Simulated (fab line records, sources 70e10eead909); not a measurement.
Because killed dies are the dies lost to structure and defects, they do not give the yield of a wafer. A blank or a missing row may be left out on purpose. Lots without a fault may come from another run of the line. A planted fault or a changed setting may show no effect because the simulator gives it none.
A lot that was struck, set against a sound lot + flow nand-harc + 14 steps out of a route of 1159
Sound: wafers L682.1, L682.3, L682.5. Struck: wafer L697.3 (left out: L697.4, L697.5 of the same lot, which were not struck); the cause appears at the end.
At each step with rows: each side's tool, then ch and its chambers, then its first start. Under that, the readings that differ: sound wafers + struck wafers + difference of the means + sigmas: that difference in standard deviations of wafers without a fault.
alike: words and numbers the same on both sides, and readings whose means are apart by under 2 such deviations; not compared: readings that were withheld, readings missing a value for some wafer, numbers with overlapping values and no deviation given by the record, and bounds like >300 which may hide the same value.
Wherever a step has rows on one side only, a row that says differs or no value, or a row with sigmas, the two part there. When numbers do not overlap yet have no deviation, they are printed without sigmas and do not part them. A reading missing from all wafers of one side parts the sides only when that side holds two or more wafers.

NHARC_A_ZERO_WELL_INSPECT_17:
  sound on defect-inspect-01, day 8 03:17; struck on defect-inspect-01, day 11 14:52
  alike: raw-defect-count
then, 3 steps without rows for these wafers: NHARC_A_SOURCE_PLATE_PRECLEAN_00 (cleans in HF-LAST, time 60 s); NHARC_A_SOURCE_PLATE_SRD_01; NHARC_A_SOURCE_PLATE_OXIDE_02 (material SiO2, target thk 10 nm, ox time 1362 s).
NHARC_A_SOURCE_PLATE_THK_MEAS_09: measures by ellipsometry.
  sound on film-metro-01, day 8 10:20; struck on film-metro-02, day 11 22:34
  alike: thk-nm
then, 3 steps without rows for these wafers: NHARC_A_SOURCE_PLATE_PVD_04 (deposits WSi2, target thk 50 nm); NHARC_A_SOURCE_PLATE_CVD_03 (deposits poly-Si, target thk 200 nm, time 4000 s); NHARC_A_SOURCE_PLATE_ANNEAL_05 (time 1800 s).
NHARC_A_SOURCE_PLATE_THK_MEAS_06: measures by ellipsometry.
  sound on film-metro-02, day 9 00:54; struck on film-metro-01, day 12 15:10
  alike: thk-nm
NHARC_A_SOURCE_PLATE_INSPECT_08:
  sound on defect-inspect-01, day 9 00:59; struck on defect-inspect-01, day 12 15:14
  alike: raw-defect-count
NHARC_A_ONON_D1_DEP_00: target thk 1000 nm.
  sound on pecvd-onon-02 ch 0, day 9 01:03; struck on pecvd-onon-03 ch 0, day 12 15:25
  alike: nh3-flow-sccm
NHARC_A_ONON_D1_THK_MEAS_02: measures by ellipsometry.
  sound on film-metro-01, day 9 01:34; struck on film-metro-02, day 12 15:49
| reading     | sound          | struck | difference | sigmas |
|-------------|----------------|--------|------------|--------|
| thk-nm (nm) | 1010 1011 1010 | 704    | -306       | -41    |
then NHARC_A_ONON_D1_DEP_03 (target thk 1000 nm), 1 step lacking rows for these wafers.
-- record jumps: 14 days between struck wafers' starts before vs after; left off in module A_ONON_D1, resumes in module END, first step shown is number 1159 of the route --
NHARC_END_SORT_01:
  here the record holds rows for the struck wafers (prober-02 ch 0, day 26 04:18) but none for the sound ones

== WHERE THEY PART ==
Last at NHARC_END_SORT_01 as far as this record goes, first at NHARC_A_ONON_D1_THK_MEAS_02.

WHY: what had been put in by the simulator
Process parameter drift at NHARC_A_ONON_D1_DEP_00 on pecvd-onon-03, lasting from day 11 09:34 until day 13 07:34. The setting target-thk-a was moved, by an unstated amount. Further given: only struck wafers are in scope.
